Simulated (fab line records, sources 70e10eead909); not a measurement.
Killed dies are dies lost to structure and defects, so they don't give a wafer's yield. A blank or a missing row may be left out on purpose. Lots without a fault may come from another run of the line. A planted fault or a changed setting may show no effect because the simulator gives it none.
Chamber matching | flow nand_harc | NHARC_A_BONDPAD_ETCH_34 on rie_diel-04: 4 sister chambers
The step etches the open film in N2/H2, target depth 60 nm, overetch 18 nm, time 65.91 s. 4 wafers are shown with their chamber, then 6 later ones without.

WAFERS WITH THEIR CHAMBER
wafer  | chamber | drypump_motor_current_A (A)
L161.3 | 0       | 6.23
L161.4 | 2       | 6.25
L160.1 | 1       | 5.63
L160.5 | 3       | 5.84

WAFERS WITHOUT THEIR CHAMBER
wafer  | drypump_motor_current_A (A)
L160.6 | 6.23
L167.4 | 5.86
L167.6 | 5.65
L169.4 | 6.22
L170.2 | 6.26
L170.4 | 5.83

WHICH CHAMBER EACH WENT THROUGH
wafer  | from the rows above     | in truth
L160.6 | can't be placed: 0 or 2 | 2
L167.4 | 3                       | 3
L167.6 | 1                       | 1
L169.4 | can't be placed: 0 or 2 | 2
L170.2 | can't be placed: 2 or 0 | 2
L170.4 | 3                       | 3
Placed correctly: 3 of 6. Can't be placed from these rows: 3 (the true chamber is among the candidates in 3). Placed wrongly: 0.
How it was worked out, from the rows above alone: a wafer's distance from a chamber is the root of the sum, over the readings, of the square of ((its reading less the chamber's mean) divided by the reading's scatter). The wafer belongs to the nearest chamber; if the next one is less than 2 further off, it can't be placed. A chamber's mean is the mean of its shown wafers. The scatter: with one shown wafer a chamber, the root of the mean of the squares of how far each hidden wafer lies from its nearest shown one.
